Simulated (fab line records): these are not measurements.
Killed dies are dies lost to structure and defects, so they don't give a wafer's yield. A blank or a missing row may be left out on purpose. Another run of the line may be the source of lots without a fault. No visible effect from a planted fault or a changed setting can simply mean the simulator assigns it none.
Which tool did it? :: flow n5 finfet :: 24 lots, 72 wafers sampled, at 6 steps of a route of 1938

WHAT THE GAUGES READ, wafer by wafer
N5_BEOL_M14_INSPECT_55: inspects for defects (darkfield).
lot: L074
measured: day 11 08:13
on: defect inspect-02
raw defect count: 71 48 56

lot: L076
measured: day 11 11:33
on: defect inspect-02
raw defect count: 108 101 82

lot: L075
measured: day 11 13:37
on: defect inspect-02
raw defect count: 89 43 46

lot: L077
measured: day 11 22:49
on: defect inspect-02
raw defect count: 86 56 53

lot: L078
measured: day 12 02:57
on: defect inspect-02
raw defect count: 73 59 80

lot: L079
measured: day 12 03:46
on: defect inspect-02
raw defect count: 63 45 58

lot: L081
measured: day 13 04:18
on: defect inspect-01
raw defect count: 48 63 37

lot: L080
measured: day 13 10:09
on: defect inspect-02
raw defect count: 60 66 65

lot: L082
measured: day 13 14:44
on: defect inspect-02
raw defect count: 43 47 40

lot: L083
measured: day 14 01:03
on: defect inspect-02
raw defect count: 63 52 67

lot: L084
measured: day 14 02:10
on: defect inspect-01
raw defect count: 42 52 28

lot: L086
measured: day 14 03:31
on: defect inspect-01
raw defect count: 34 42 36

lot: L085
measured: day 14 12:05
on: defect inspect-02
raw defect count: 67 40 55

lot: L087
measured: day 14 22:58
on: defect inspect-01
raw defect count: 33 52 55

lot: L090
measured: day 15 15:01
on: defect inspect-01
raw defect count: 37 57 62

lot: L088
measured: day 15 16:52
on: defect inspect-01
raw defect count: 64 82 71

lot: L091
measured: day 16 01:36
on: defect inspect-01
raw defect count: 79 52 58

lot: L089
measured: day 16 02:19
on: defect inspect-01
raw defect count: 41 57 36

lot: L093
measured: day 16 14:42
on: defect inspect-02
raw defect count: 59 42 18

lot: L092
measured: day 16 15:20
on: defect inspect-01
raw defect count: 82 77 47

lot: L094
measured: day 16 16:10
on: defect inspect-01
raw defect count: 31 60 63

lot: L095
measured: day 16 23:46
on: defect inspect-02
raw defect count: 64 76 67

lot: L096
measured: day 17 22:28
on: defect inspect-02
raw defect count: 112 99 97

lot: L097
measured: day 18 00:40
on: defect inspect-01
raw defect count: 46 53 52

N5_MIM_BOT_LITHO_CD_MEAS_08: target cd 3000 nm.
lot: L074
measured: day 11 20:10
on: cd sem-01
cd nm (nm): 2996.9 3001.3 2998.4

lot: L076
measured: day 11 22:10
on: cd sem-02
cd nm (nm): 2997.9 2998.9 2994.6

lot: L075
measured: day 12 01:47
on: cd sem-01
cd nm (nm): 2999.5 3001.4 3000.9

lot: L077
measured: day 12 08:14
on: cd sem-02
cd nm (nm): 2999.4 3000.7 2998.4

lot: L078
measured: day 12 14:44
on: cd sem-01
cd nm (nm): 3001.8 2998.1 2999.3

lot: L079
measured: day 12 14:47
on: cd sem-02
cd nm (nm): 2996.7 2997.9 2998.3

lot: L081
measured: day 13 15:17
on: cd sem-03
cd nm (nm): 3003.1 3000.2 3000.0

lot: L080
measured: day 13 19:34
on: cd sem-03
cd nm (nm): 3002.0 2995.1 2998.4

lot: L082
measured: day 14 00:23
on: cd sem-03
cd nm (nm): 2996.5 2999.3 2998.0

lot: L083
measured: day 14 12:25
on: cd sem-02
cd nm (nm): 3000.8 2997.5 2999.3

lot: L084
measured: day 14 12:38
on: cd sem-02
cd nm (nm): 2998.6 2998.0 2995.8

lot: L086
measured: day 14 12:57
on: cd sem-01
cd nm (nm): 2994.7 3000.0 2994.1

lot: L085
measured: day 14 23:24
on: cd sem-02
cd nm (nm): 2996.5 2998.5 2995.2

lot: L087
measured: day 15 10:48
on: cd sem-02
cd nm (nm): 2999.7 2999.9 2998.9

lot: L090
measured: day 16 02:13
on: cd sem-03
cd nm (nm): 2997.3 2999.6 2997.7

lot: L088
measured: day 16 07:18
on: cd sem-01
cd nm (nm): 2997.7 2999.2 2997.1

lot: L091
measured: day 16 12:16
on: cd sem-02
cd nm (nm): 3000.4 3000.8 3001.9

lot: L089
measured: day 16 16:21
on: cd sem-03
cd nm (nm): 2997.0 2997.6 2994.1

lot: L093
measured: day 17 00:35
on: cd sem-01
cd nm (nm): 3001.9 2998.9 3004.7

lot: L092
measured: day 17 02:53
on: cd sem-02
cd nm (nm): 2998.9 2998.0 2995.4

lot: L094
measured: day 17 02:55
on: cd sem-02
cd nm (nm): 2999.4 2998.2 2996.6

lot: L095
measured: day 17 15:01
on: cd sem-01
cd nm (nm): 2996.2 2999.8 2995.5

lot: L096
measured: day 18 16:51
on: cd sem-01
cd nm (nm): 2999.7 2997.7 2996.4

lot: L097
measured: day 18 17:26
on: cd sem-02
cd nm (nm): 2997.5 2998.6 2995.1

EACH LOT AND THE TOOL THAT RAN IT (in order: tool; ch and the chambers of the sampled wafers; start)
lot: L074
N5_BEOL_M15_ETCH_59: rie diel-03 ch 0,3, day 11 09:07
N5_BEOL_M15_STRIP_62: rie diel-01 ch 0,1,3, day 11 15:20 or earlier
N5_PASSIVATION_PECVD_00: pecvd-04 ch 1,2, day 11 15:20
N5_MIM_TOP_ALD_01: ald hk-03 ch 1,2, day 11 20:10 or earlier

lot: L076
N5_BEOL_M15_ETCH_59: rie diel-01 ch 0,1,3, day 11 12:31
N5_BEOL_M15_STRIP_62: rie diel-04 ch 1,2,3, day 11 18:59 or earlier
N5_PASSIVATION_PECVD_00: pecvd-04 ch 0,2, day 11 18:59
N5_MIM_TOP_ALD_01: ald hk-02 ch 0,1,2, day 11 22:10 or earlier

lot: L075
N5_BEOL_M15_ETCH_59: rie diel-03 ch 2,3, day 11 14:31
N5_BEOL_M15_STRIP_62: rie diel-03 ch 2,3, day 11 21:35 or earlier
N5_PASSIVATION_PECVD_00: pecvd-03 ch 0,1,2, day 11 21:35
N5_MIM_TOP_ALD_01: ald hk-01 ch 2,3, day 12 01:47 or earlier

lot: L077
N5_BEOL_M15_ETCH_59: rie diel-03 ch 0,1,2, day 11 23:40
N5_BEOL_M15_STRIP_62: rie diel-01 ch 0,1,3, day 12 05:02 or earlier
N5_PASSIVATION_PECVD_00: pecvd-04 ch 0,1, day 12 05:02
N5_MIM_TOP_ALD_01: ald hk-02 ch 0,2,3, day 12 08:14 or earlier

lot: L078
N5_BEOL_M15_ETCH_59: rie diel-03 ch 0,3, day 12 03:41
N5_BEOL_M15_STRIP_62: rie diel-01 ch 0,2, day 12 09:33 or earlier
N5_PASSIVATION_PECVD_00: pecvd-02 ch 1,2, day 12 09:33
N5_MIM_TOP_ALD_01: ald hk-03 ch 0,1,2, day 12 14:44 or earlier

lot: L079
N5_BEOL_M15_ETCH_59: rie diel-04 ch 0,1,3, day 12 04:36
N5_BEOL_M15_STRIP_62: rie diel-01 ch 0,1, day 12 09:54 or earlier
N5_PASSIVATION_PECVD_00: pecvd-03 ch 0,1, day 12 09:54
N5_MIM_TOP_ALD_01: ald hk-02 ch 2,3, day 12 14:47 or earlier

lot: L081
N5_BEOL_M15_ETCH_59: rie diel-01 ch 0,1,3, day 13 05:08
N5_BEOL_M15_STRIP_62: rie diel-03 ch 0,2,3, day 13 11:35 or earlier
N5_PASSIVATION_PECVD_00: pecvd-03 ch 1,2, day 13 11:35
N5_MIM_TOP_ALD_01: ald hk-02 ch 0,2,3, day 13 15:17 or earlier

lot: L080
N5_BEOL_M15_ETCH_59: rie diel-03 ch 0,2, day 13 10:59
N5_BEOL_M15_STRIP_62: rie diel-04 ch 1,2, day 13 15:52 or earlier
N5_PASSIVATION_PECVD_00: pecvd-04 ch 0, day 13 15:52
N5_MIM_TOP_ALD_01: ald hk-02 ch 0,2,3, day 13 19:34 or earlier

lot: L082
N5_BEOL_M15_ETCH_59: rie diel-03 ch 0,3, day 13 15:42
N5_BEOL_M15_STRIP_62: rie diel-03 ch 2,3, day 13 21:24 or earlier
N5_PASSIVATION_PECVD_00: pecvd-03 ch 0,1,2, day 13 21:24
N5_MIM_TOP_ALD_01: ald hk-02 ch 2,3, day 14 00:23 or earlier

lot: L083
N5_BEOL_M15_ETCH_59: rie diel-03 ch 0,3, day 14 01:46
N5_BEOL_M15_STRIP_62: rie diel-03 ch 0,3, day 14 07:35 or earlier
N5_PASSIVATION_PECVD_00: pecvd-03 ch 0,1,2, day 14 07:35
N5_MIM_TOP_ALD_01: ald hk-02 ch 0,1,3, day 14 12:25 or earlier

lot: L084
N5_BEOL_M15_ETCH_59: rie diel-01 ch 0,1,2, day 14 02:52
N5_BEOL_M15_STRIP_62: rie diel-03 ch 0,1,2, day 14 08:33 or earlier
N5_PASSIVATION_PECVD_00: pecvd-03 ch 0,1,2, day 14 08:33
N5_MIM_TOP_ALD_01: ald hk-03 ch 0,1,3, day 14 12:38 or earlier

lot: L086
N5_BEOL_M15_ETCH_59: rie diel-04 ch 1,3, day 14 04:14
N5_BEOL_M15_STRIP_62: rie diel-03 ch 0,1,2, day 14 10:05 or earlier
N5_PASSIVATION_PECVD_00: pecvd-04 ch 0,2, day 14 10:05
N5_MIM_TOP_ALD_01: ald hk-01 ch 0,3, day 14 12:57 or earlier

lot: L085
N5_BEOL_M15_ETCH_59: rie diel-04 ch 0,2,3, day 14 12:48
N5_BEOL_M15_STRIP_62: rie diel-04 ch 0,2, day 14 21:08 or earlier
N5_PASSIVATION_PECVD_00: pecvd-04 ch 0,1,2, day 14 21:08
N5_MIM_TOP_ALD_01: ald hk-03 ch 1,2, day 14 23:24 or earlier

lot: L087
N5_BEOL_M15_ETCH_59: rie diel-01 ch 0,2, day 14 23:41
N5_BEOL_M15_STRIP_62: rie diel-03 ch 0,1,3, day 15 07:34 or earlier
N5_PASSIVATION_PECVD_00: pecvd-04 ch 0,1,2, day 15 07:34
N5_MIM_TOP_ALD_01: ald hk-02 ch 0,1,3, day 15 10:48 or earlier

lot: L090
N5_BEOL_M15_ETCH_59: rie diel-04 ch 1,3, day 15 15:43
N5_BEOL_M15_STRIP_62: rie diel-01 ch 0,2,3, day 15 22:03 or earlier
N5_PASSIVATION_PECVD_00: pecvd-02 ch 1,2, day 15 22:03
N5_MIM_TOP_ALD_01: ald hk-01 ch 1,2,3, day 16 02:13 or earlier

lot: L088
N5_BEOL_M15_ETCH_59: rie diel-03 ch 1,2,3, day 15 17:35
N5_BEOL_M15_STRIP_62: rie diel-01 ch 0,1, day 16 03:02 or earlier
N5_PASSIVATION_PECVD_00: pecvd-04 ch 1,2, day 16 03:02
N5_MIM_TOP_ALD_01: ald hk-03 ch 0,2,3, day 16 07:18 or earlier

lot: L091
N5_BEOL_M15_ETCH_59: rie diel-04 ch 0,3, day 16 02:32
N5_BEOL_M15_STRIP_62: rie diel-03 ch 0,2,3, day 16 09:23 or earlier
N5_PASSIVATION_PECVD_00: pecvd-04 ch 0,1,2, day 16 09:23
N5_MIM_TOP_ALD_01: ald hk-03 ch 0,1, day 16 12:16 or earlier

lot: L089
N5_BEOL_M15_ETCH_59: rie diel-04 ch 0,2,3, day 16 03:34
N5_BEOL_M15_STRIP_62: rie diel-04 ch 1,2,3, day 16 11:37 or earlier
N5_PASSIVATION_PECVD_00: pecvd-04 ch 0,1, day 16 11:37
N5_MIM_TOP_ALD_01: ald hk-03 ch 0,3, day 16 16:21 or earlier

lot: L093
N5_BEOL_M15_ETCH_59: rie diel-01 ch 0,1,2, day 16 15:36
N5_BEOL_M15_STRIP_62: rie diel-01 ch 0,2, day 16 21:58 or earlier
N5_PASSIVATION_PECVD_00: pecvd-04 ch 0,1,2, day 16 21:58
N5_MIM_TOP_ALD_01: ald hk-01 ch 0,2, day 17 00:35 or earlier

lot: L092
N5_BEOL_M15_ETCH_59: rie diel-03 ch 1,2,3, day 16 16:07
N5_BEOL_M15_STRIP_62: rie diel-03 ch 0,2,3, day 16 22:14 or earlier
N5_PASSIVATION_PECVD_00: pecvd-04 ch 0,1,2, day 16 22:14
N5_MIM_TOP_ALD_01: ald hk-03 ch 0,1,3, day 17 02:53 or earlier

lot: L094
N5_BEOL_M15_ETCH_59: rie diel-01 ch 0,2,3, day 16 16:52
N5_BEOL_M15_STRIP_62: rie diel-03 ch 1,2,3, day 16 22:55 or earlier
N5_PASSIVATION_PECVD_00: pecvd-02 ch 0,2, day 16 22:55
N5_MIM_TOP_ALD_01: ald hk-02 ch 0,1,3, day 17 02:55 or earlier

lot: L095
N5_BEOL_M15_ETCH_59: rie diel-04 ch 0,2, day 17 01:02
N5_BEOL_M15_STRIP_62: rie diel-01 ch 1,2,3, day 17 10:57 or earlier
N5_PASSIVATION_PECVD_00: pecvd-03 ch 0,1, day 17 10:57
N5_MIM_TOP_ALD_01: ald hk-02 ch 0,1,3, day 17 15:01 or earlier

lot: L096
N5_BEOL_M15_ETCH_59: rie diel-03 ch 0,1, day 17 23:24
N5_BEOL_M15_STRIP_62: rie diel-03 ch 0,1,3, day 18 11:27 or earlier
N5_PASSIVATION_PECVD_00: pecvd-02 ch 1,2, day 18 11:27
N5_MIM_TOP_ALD_01: ald hk-02 ch 2,3, day 18 16:51 or earlier

lot: L097
N5_BEOL_M15_ETCH_59: rie diel-04 ch 0,1,3, day 18 01:43
N5_BEOL_M15_STRIP_62: rie diel-03 ch 0,1,3, day 18 12:23 or earlier
N5_PASSIVATION_PECVD_00: pecvd-03 ch 0,1, day 18 12:23
N5_MIM_TOP_ALD_01: ald hk-03 ch 1,2, day 18 17:26 or earlier
- N5_BEOL_M15_ETCH_59: etches BARC in N2/H2, target depth 89 nm, overetch 26.7 nm, time 67.9 s.
- N5_BEOL_M15_STRIP_62: strips in O2.
- N5_PASSIVATION_PECVD_00: deposits SiO2 from SiH4/N2O, target thk 200 nm, time 11.2 s.
- N5_MIM_TOP_ALD_01: deposits HfO2, target thk 5.6 nm, pulse time 1 s, purge time 3 s.

WHAT THE TOOLS THEMSELVES READ (means of the sampled wafers that have a number; where no wafer has one, the mark that the record gives instead)
N5_BEOL_M15_ETCH_59.
lot: L074
tool: rie diel-03
drypump motor current A (A): 5.4
oes product au (a.u.): 0.67
rf vpp V (V): 524.7
showerhead plenum p Torr (Torr): 2.58
throttle valve pct (%): 17.56

lot: L076
tool: rie diel-01
drypump motor current A (A): 5.5
oes product au (a.u.): 0.68
rf vpp V (V): 522.7
showerhead plenum p Torr (Torr): 2.52
throttle valve pct (%): 17.88

lot: L075
tool: rie diel-03
drypump motor current A (A): 5.7
oes product au (a.u.): 0.60
rf vpp V (V): 521.9
showerhead plenum p Torr (Torr): 2.46
throttle valve pct (%): 17.98

lot: L077
tool: rie diel-03
drypump motor current A (A): 5.3
oes product au (a.u.): 0.64
rf vpp V (V): 523.1
showerhead plenum p Torr (Torr): 2.49
throttle valve pct (%): 17.76

lot: L078
tool: rie diel-03
drypump motor current A (A): 5.4
oes product au (a.u.): 0.67
rf vpp V (V): 524.8
showerhead plenum p Torr (Torr): 2.58
throttle valve pct (%): 17.57

lot: L079
tool: rie diel-04
drypump motor current A (A): 6.3
oes product au (a.u.): 0.68
rf vpp V (V): 523.2
showerhead plenum p Torr (Torr): 2.52
throttle valve pct (%): 18.08

lot: L081
tool: rie diel-01
drypump motor current A (A): 5.4
oes product au (a.u.): 0.67
rf vpp V (V): 522.2
showerhead plenum p Torr (Torr): 2.51
throttle valve pct (%): 17.90

lot: L080
tool: rie diel-03
drypump motor current A (A): 5.2
oes product au (a.u.): 0.73
rf vpp V (V): 525.7
showerhead plenum p Torr (Torr): 2.61
throttle valve pct (%): 17.51

lot: L082
tool: rie diel-03
drypump motor current A (A): 5.4
oes product au (a.u.): 0.66
rf vpp V (V): 525.5
showerhead plenum p Torr (Torr): 2.57
throttle valve pct (%): 17.59

lot: L083
tool: rie diel-03
drypump motor current A (A): 5.9
oes product au (a.u.): 0.63
rf vpp V (V): 524.8
showerhead plenum p Torr (Torr): 2.59
throttle valve pct (%): 17.71

lot: L084
tool: rie diel-01
drypump motor current A (A): 5.3
oes product au (a.u.): 0.68
rf vpp V (V): 523.6
showerhead plenum p Torr (Torr): 2.52
throttle valve pct (%): 17.84

lot: L086
tool: rie diel-04
drypump motor current A (A): 6.6
oes product au (a.u.): 0.62
rf vpp V (V): 521.0
showerhead plenum p Torr (Torr): 2.45
throttle valve pct (%): 18.15

lot: L085
tool: rie diel-04
drypump motor current A (A): 6.0
oes product au (a.u.): 0.68
rf vpp V (V): 523.1
showerhead plenum p Torr (Torr): 2.54
throttle valve pct (%): 18.18

lot: L087
tool: rie diel-01
drypump motor current A (A): 5.7
oes product au (a.u.): 0.73
rf vpp V (V): 522.1
showerhead plenum p Torr (Torr): 2.51
throttle valve pct (%): 17.63

lot: L090
tool: rie diel-04
drypump motor current A (A): 6.6
oes product au (a.u.): 0.61
rf vpp V (V): 521.5
showerhead plenum p Torr (Torr): 2.45
throttle valve pct (%): 18.16

lot: L088
tool: rie diel-03
drypump motor current A (A): 5.7
oes product au (a.u.): 0.74
rf vpp V (V): 525.2
showerhead plenum p Torr (Torr): 2.61
throttle valve pct (%): 17.62

lot: L091
tool: rie diel-04
drypump motor current A (A): 6.3
oes product au (a.u.): 0.64
rf vpp V (V): 521.5
showerhead plenum p Torr (Torr): 2.47
throttle valve pct (%): 18.23

lot: L089
tool: rie diel-04
drypump motor current A (A): 6.0
oes product au (a.u.): 0.67
rf vpp V (V): 524.4
showerhead plenum p Torr (Torr): 2.53
throttle valve pct (%): 18.21

lot: L093
tool: rie diel-01
drypump motor current A (A): 5.4
oes product au (a.u.): 0.75
rf vpp V (V): 523.3
showerhead plenum p Torr (Torr): 2.51
throttle valve pct (%): 17.73

lot: L092
tool: rie diel-03
drypump motor current A (A): 5.7
oes product au (a.u.): 0.73
rf vpp V (V): 524.8
showerhead plenum p Torr (Torr): 2.60
throttle valve pct (%): 17.62

lot: L094
tool: rie diel-01
drypump motor current A (A): 5.7
oes product au (a.u.): 0.71
rf vpp V (V): 523.2
showerhead plenum p Torr (Torr): 2.50
throttle valve pct (%): 17.70

lot: L095
tool: rie diel-04
drypump motor current A (A): 5.7
oes product au (a.u.): 0.70
rf vpp V (V): 525.0
showerhead plenum p Torr (Torr): 2.59
throttle valve pct (%): 18.19

lot: L096
tool: rie diel-03
drypump motor current A (A): 5.1
oes product au (a.u.): 0.65
rf vpp V (V): 523.2
showerhead plenum p Torr (Torr): 2.53
throttle valve pct (%): 17.65

lot: L097
tool: rie diel-04
drypump motor current A (A): 6.3
oes product au (a.u.): 0.72
rf vpp V (V): 526.1
showerhead plenum p Torr (Torr): 2.61
throttle valve pct (%): 17.99

N5_BEOL_M15_STRIP_62.
lot: L074
tool: rie diel-01
drypump motor current A (A): 5.4
o2 flow sccm (sccm): 224.5
oes product au (a.u.): 0.81
rf vpp V (V): 4.2
showerhead plenum p Torr (Torr): 2.07
throttle valve pct (%): 16.68

lot: L076
tool: rie diel-04
drypump motor current A (A): 6.3
o2 flow sccm (sccm): 224.9
oes product au (a.u.): 0.78
rf vpp V (V): 4.2
showerhead plenum p Torr (Torr): 2.08
throttle valve pct (%): 16.88

lot: L075
tool: rie diel-03
drypump motor current A (A): 6.0
o2 flow sccm (sccm): 225.5
oes product au (a.u.): 0.69
rf vpp V (V): 3.6
showerhead plenum p Torr (Torr): 2.11
throttle valve pct (%): 16.87

lot: L077
tool: rie diel-01
drypump motor current A (A): 5.4
o2 flow sccm (sccm): 225.5
oes product au (a.u.): 0.80
rf vpp V (V): 3.7
showerhead plenum p Torr (Torr): 2.07
throttle valve pct (%): 16.68

lot: L078
tool: rie diel-01
drypump motor current A (A): 5.2
o2 flow sccm (sccm): 224.6
oes product au (a.u.): 0.86
rf vpp V (V): 3.5
showerhead plenum p Torr (Torr): 2.08
throttle valve pct (%): 16.36

lot: L079
tool: rie diel-01
drypump motor current A (A): 5.0
o2 flow sccm (sccm): 225.4
oes product au (a.u.): 0.74
rf vpp V (V): 3.1
showerhead plenum p Torr (Torr): 2.08
throttle valve pct (%): 16.85

lot: L081
tool: rie diel-03
drypump motor current A (A): 5.6
o2 flow sccm (sccm): 225.1
oes product au (a.u.): 0.82
rf vpp V (V): 3.6
showerhead plenum p Torr (Torr): 2.18
throttle valve pct (%): 16.54

lot: L080
tool: rie diel-04
drypump motor current A (A): 6.0
o2 flow sccm (sccm): 224.8
oes product au (a.u.): 0.82
rf vpp V (V): 3.5
showerhead plenum p Torr (Torr): 2.13
throttle valve pct (%): 16.79

lot: L082
tool: rie diel-03
drypump motor current A (A): 6.0
o2 flow sccm (sccm): 225.0
oes product au (a.u.): 0.77
rf vpp V (V): 3.3
showerhead plenum p Torr (Torr): 2.19
throttle valve pct (%): 16.72

lot: L083
tool: rie diel-03
drypump motor current A (A): 5.8
o2 flow sccm (sccm): 225.2
oes product au (a.u.): 0.72
rf vpp V (V): 3.9
showerhead plenum p Torr (Torr): 2.14
throttle valve pct (%): 16.66

lot: L084
tool: rie diel-03
drypump motor current A (A): 5.3
o2 flow sccm (sccm): 224.8
oes product au (a.u.): 0.81
rf vpp V (V): 3.9
showerhead plenum p Torr (Torr): 2.14
throttle valve pct (%): 16.44

lot: L086
tool: rie diel-03
drypump motor current A (A): 5.3
o2 flow sccm (sccm): 224.5
oes product au (a.u.): 0.81
rf vpp V (V): 4.2
showerhead plenum p Torr (Torr): 2.14
throttle valve pct (%): 16.45

lot: L085
tool: rie diel-04
drypump motor current A (A): 5.7
o2 flow sccm (sccm): 225.1
oes product au (a.u.): 0.84
rf vpp V (V): 3.8
showerhead plenum p Torr (Torr): 2.14
throttle valve pct (%): 16.84

lot: L087
tool: rie diel-03
drypump motor current A (A): 5.5
o2 flow sccm (sccm): 224.9
oes product au (a.u.): 0.84
rf vpp V (V): 3.9
showerhead plenum p Torr (Torr): 2.11
throttle valve pct (%): 16.40

lot: L090
tool: rie diel-01
drypump motor current A (A): 5.7
o2 flow sccm (sccm): 225.0
oes product au (a.u.): 0.84
rf vpp V (V): 3.7
showerhead plenum p Torr (Torr): 2.05
throttle valve pct (%): 16.43

lot: L088
tool: rie diel-01
drypump motor current A (A): 5.0
o2 flow sccm (sccm): 224.9
oes product au (a.u.): 0.95
rf vpp V (V): 3.9
showerhead plenum p Torr (Torr): 2.07
throttle valve pct (%): 16.58

lot: L091
tool: rie diel-03
drypump motor current A (A): 5.6
o2 flow sccm (sccm): 225.4
oes product au (a.u.): 0.89
rf vpp V (V): 4.2
showerhead plenum p Torr (Torr): 2.17
throttle valve pct (%): 16.43

lot: L089
tool: rie diel-04
drypump motor current A (A): 6.3
o2 flow sccm (sccm): 225.0
oes product au (a.u.): 0.74
rf vpp V (V): 3.5
showerhead plenum p Torr (Torr): 2.07
throttle valve pct (%): 16.93

lot: L093
tool: rie diel-01
drypump motor current A (A): 5.6
o2 flow sccm (sccm): 224.5
oes product au (a.u.): 0.84
rf vpp V (V): 3.7
showerhead plenum p Torr (Torr): 2.04
throttle valve pct (%): 16.32

lot: L092
tool: rie diel-03
drypump motor current A (A): 5.6
o2 flow sccm (sccm): 224.8
oes product au (a.u.): 0.88
rf vpp V (V): 4.0
showerhead plenum p Torr (Torr): 2.17
throttle valve pct (%): 16.45

lot: L094
tool: rie diel-03
drypump motor current A (A): 5.7
o2 flow sccm (sccm): 225.1
oes product au (a.u.): 0.85
rf vpp V (V): 3.8
showerhead plenum p Torr (Torr): 2.15
throttle valve pct (%): 16.49

lot: L095
tool: rie diel-01
drypump motor current A (A): 5.9
o2 flow sccm (sccm): 225.3
oes product au (a.u.): 0.88
rf vpp V (V): 3.5
showerhead plenum p Torr (Torr): 2.03
throttle valve pct (%): 16.48

lot: L096
tool: rie diel-03
drypump motor current A (A): 5.5
o2 flow sccm (sccm): 225.0
oes product au (a.u.): 0.80
rf vpp V (V): 3.4
showerhead plenum p Torr (Torr): 2.10
throttle valve pct (%): 16.44

lot: L097
tool: rie diel-03
drypump motor current A (A): 5.5
o2 flow sccm (sccm): 224.4
oes product au (a.u.): 0.80
rf vpp V (V): 3.3
showerhead plenum p Torr (Torr): 2.10
throttle valve pct (%): 16.45

N5_PASSIVATION_PECVD_00.
lot: L074
tool: pecvd-04
heater power w (W): 791
showerhead plenum p Torr (Torr): 8.22
throttle valve pct (%): 51.9

lot: L076
tool: pecvd-04
heater power w (W): 705
showerhead plenum p Torr (Torr): 8.18
throttle valve pct (%): 50.6

lot: L075
tool: pecvd-03
heater power w (W): 701
showerhead plenum p Torr (Torr): 8.32
throttle valve pct (%): 49.7

lot: L077
tool: pecvd-04
heater power w (W): 682
showerhead plenum p Torr (Torr): 8.32
throttle valve pct (%): 53.3

lot: L078
tool: pecvd-02
heater power w (W): 629
showerhead plenum p Torr (Torr): 8.06
throttle valve pct (%): 49.6

lot: L079
tool: pecvd-03
heater power w (W): 746
showerhead plenum p Torr (Torr): 8.31
throttle valve pct (%): 49.6

lot: L081
tool: pecvd-03
heater power w (W): 636
showerhead plenum p Torr (Torr): 8.29
throttle valve pct (%): 50.0

lot: L080
tool: pecvd-04
heater power w (W): 560
showerhead plenum p Torr (Torr): 8.19
throttle valve pct (%): 50.5

lot: L082
tool: pecvd-03
heater power w (W): 690
showerhead plenum p Torr (Torr): 8.33
throttle valve pct (%): 50.1

lot: L083
tool: pecvd-03
heater power w (W): 677
showerhead plenum p Torr (Torr): 8.33
throttle valve pct (%): 50.1

lot: L084
tool: pecvd-03
heater power w (W): 726
showerhead plenum p Torr (Torr): 8.33
throttle valve pct (%): 50.0

lot: L086
tool: pecvd-04
heater power w (W): 667
showerhead plenum p Torr (Torr): 8.18
throttle valve pct (%): 50.6

lot: L085
tool: pecvd-04
heater power w (W): 764
showerhead plenum p Torr (Torr): 8.24
throttle valve pct (%): 52.0

lot: L087
tool: pecvd-04
heater power w (W): 661
showerhead plenum p Torr (Torr): 8.25
throttle valve pct (%): 51.9

lot: L090
tool: pecvd-02
heater power w (W): 562
showerhead plenum p Torr (Torr): 8.05
throttle valve pct (%): 50.0

lot: L088
tool: pecvd-04
heater power w (W): 818
showerhead plenum p Torr (Torr): 8.32
throttle valve pct (%): 53.6

lot: L091
tool: pecvd-04
heater power w (W): 719
showerhead plenum p Torr (Torr): 8.25
throttle valve pct (%): 52.0

lot: L089
tool: pecvd-04
heater power w (W): 685
showerhead plenum p Torr (Torr): 8.32
throttle valve pct (%): 53.3

lot: L093
tool: pecvd-04
heater power w (W): 709
showerhead plenum p Torr (Torr): 8.25
throttle valve pct (%): 51.9

lot: L092
tool: pecvd-04
heater power w (W): 724
showerhead plenum p Torr (Torr): 8.24
throttle valve pct (%): 52.0

lot: L094
tool: pecvd-02
heater power w (W): 676
showerhead plenum p Torr (Torr): 8.06
throttle valve pct (%): 50.5

lot: L095
tool: pecvd-03
heater power w (W): 591
showerhead plenum p Torr (Torr): 8.28
throttle valve pct (%): 49.9

lot: L096
tool: pecvd-02
heater power w (W): 595
showerhead plenum p Torr (Torr): 8.06
throttle valve pct (%): 50.2

lot: L097
tool: pecvd-03
heater power w (W): 729
showerhead plenum p Torr (Torr): 8.32
throttle valve pct (%): 49.8

N5_MIM_TOP_ALD_01.
lot: L074
tool: ald hk-03
precursor pulse height rel: 1.018

lot: L076
tool: ald hk-02
precursor pulse height rel: 1.012

lot: L075
tool: ald hk-01
precursor pulse height rel: 1.012

lot: L077
tool: ald hk-02
precursor pulse height rel: 0.987

lot: L078
tool: ald hk-03
precursor pulse height rel: 1.015

lot: L079
tool: ald hk-02
precursor pulse height rel: 1.022

lot: L081
tool: ald hk-02
precursor pulse height rel: 1.000

lot: L080
tool: ald hk-02
precursor pulse height rel: 0.989

lot: L082
tool: ald hk-02
precursor pulse height rel: 1.010

lot: L083
tool: ald hk-02
precursor pulse height rel: 1.005

lot: L084
tool: ald hk-03
precursor pulse height rel: 1.010

lot: L086
tool: ald hk-01
precursor pulse height rel: 1.000

lot: L085
tool: ald hk-03
precursor pulse height rel: 0.992

lot: L087
tool: ald hk-02
precursor pulse height rel: 0.996

lot: L090
tool: ald hk-01
precursor pulse height rel: 0.980

lot: L088
tool: ald hk-03
precursor pulse height rel: 0.983

lot: L091
tool: ald hk-03
precursor pulse height rel: 0.991

lot: L089
tool: ald hk-03
precursor pulse height rel: 1.008

lot: L093
tool: ald hk-01
precursor pulse height rel: 0.988

lot: L092
tool: ald hk-03
precursor pulse height rel: 0.994

lot: L094
tool: ald hk-02
precursor pulse height rel: 0.978

lot: L095
tool: ald hk-02
precursor pulse height rel: 0.988

lot: L096
tool: ald hk-02
precursor pulse height rel: 1.003

lot: L097
tool: ald hk-03
precursor pulse height rel: 1.001

THE ANSWER, worked out from the rows above alone
Rule: the lots themselves supply what counts as usual. The widest of any qualifying gaps counts: lots, ordered by their means at a reading, are off when they make up no more than a third of the lots, leave a main group of 4 or more, and stand apart from it by 3 or more times the standard deviation of that group's means. A main group is skipped when, at the precision printed for the reading in the tables above, its means are all equal. Also off: a lot with no number at a reading for which 4 or more lots have one. Where the step has rows for the other lots, those lots are counted as sound. After the gauges, taken in route order, come the tools' own readings; for these a lot's mean is taken, as printed above. At the first step where some lot is off, the reading lying furthest off is the one used; lots without a number count as furthest.
Nothing can be told from this: no lot is off at any reading shown.

WHAT HAD BEEN PUT IN BY THE SIMULATOR
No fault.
